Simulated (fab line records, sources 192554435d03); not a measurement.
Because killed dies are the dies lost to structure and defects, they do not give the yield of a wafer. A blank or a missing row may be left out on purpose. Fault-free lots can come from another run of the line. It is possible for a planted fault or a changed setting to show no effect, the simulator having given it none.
2 desks, one fault	flow n5-finfet	every desk sees just its own numbers, and what lay behind them comes last

## THE DEFECT DESK
Inspection counts along the route, by lot: the mean over sampled wafers that carry a number. If a lot's mean is further than 4 standard deviations from the usual mean, the lot is out of limits and carries the mark OUT (the distance appears in the brackets).
Columns: A = raw-defect-count at N5_BEOL_M6_INSPECT_30, usual 405
lot	first seen here	A
L904	day 9 18:19	306
L903	day 9 21:57	458
L905	day 10 00:49	425
L909	day 11 14:13	404
L907	day 11 17:59	406
L911	day 11 21:51	372
L912	day 12 03:10	426
L919	day 14 19:32	521
L921	day 15 12:41	331
L923	day 16 00:12	336
Finding of this desk: none of the 10 lots has anything out of limits.

## TOOL OWNER'S DESK, rie-diel-03
The tool's own readings at N5_BEOL_M6_TRENCH_ETCH_37 (etches SiCOH lowk in C4F6/O2, target depth 94.435 nm, time 31.5 s): means of the sampled wafers that have a number, for each lot that ran on this tool. If a lot's mean is further than 4 standard deviations from the usual mean, the lot is out of limits and carries the mark OUT (the distance appears in the brackets).
Columns: A = bias-w at N5_BEOL_M6_TRENCH_ETCH_37, usual 185.1 W; B = drypump-motor-current-A at N5_BEOL_M6_TRENCH_ETCH_37, usual 5.5 A; C = oes-product-au at N5_BEOL_M6_TRENCH_ETCH_37, usual 0.81 a.u.; D = rf-vpp-V at N5_BEOL_M6_TRENCH_ETCH_37, usual 656 V; E = showerhead-plenum-p-Torr at N5_BEOL_M6_TRENCH_ETCH_37, usual 2.85 Torr; F = throttle-valve-pct at N5_BEOL_M6_TRENCH_ETCH_37, usual 20.81 %
lot	first seen here	A	B	C	D	E	F
L903	day 9 22:21	185.2	5.4	0.89	649	2.93	20.73
L905	day 10 01:07	184.8	5.4	0.80	647	2.95	21.06
L912	day 12 03:28	185.1	5.7	0.87	652	2.89	20.74
L919	day 14 19:50	177.3 (-14) OUT	5.4	0.82	627	2.92	20.79
L921	day 15 12:59	177.1 (-14) OUT	5.4	0.81	626	2.92	20.80
This desk's verdict: out of limits on L919, L921, starting with L919 at day 14 19:50 (bias-w at N5_BEOL_M6_TRENCH_ETCH_37). Within limits: L903, L905, L912.

## BROUGHT TOGETHER
The tool owner's desk could have raised an alarm at day 14 19:50, on L919, L921.
Nothing the defect desk looked at was out of limits.
The defect desk has L919, L921 on record, within its limits.
Every lot named ran N5_BEOL_M6_TRENCH_ETCH_37 on rie-diel-03.

## WHAT HAD BEEN PUT IN BY THE SIMULATOR
rie-diel-03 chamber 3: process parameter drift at N5_BEOL_M6_TRENCH_ETCH_37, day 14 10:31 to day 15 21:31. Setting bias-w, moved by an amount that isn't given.
Shown lots that were struck: L919, L921.
Each desk's first reading out of limits, in hours after the fault started: the tool owner's desk, 9.
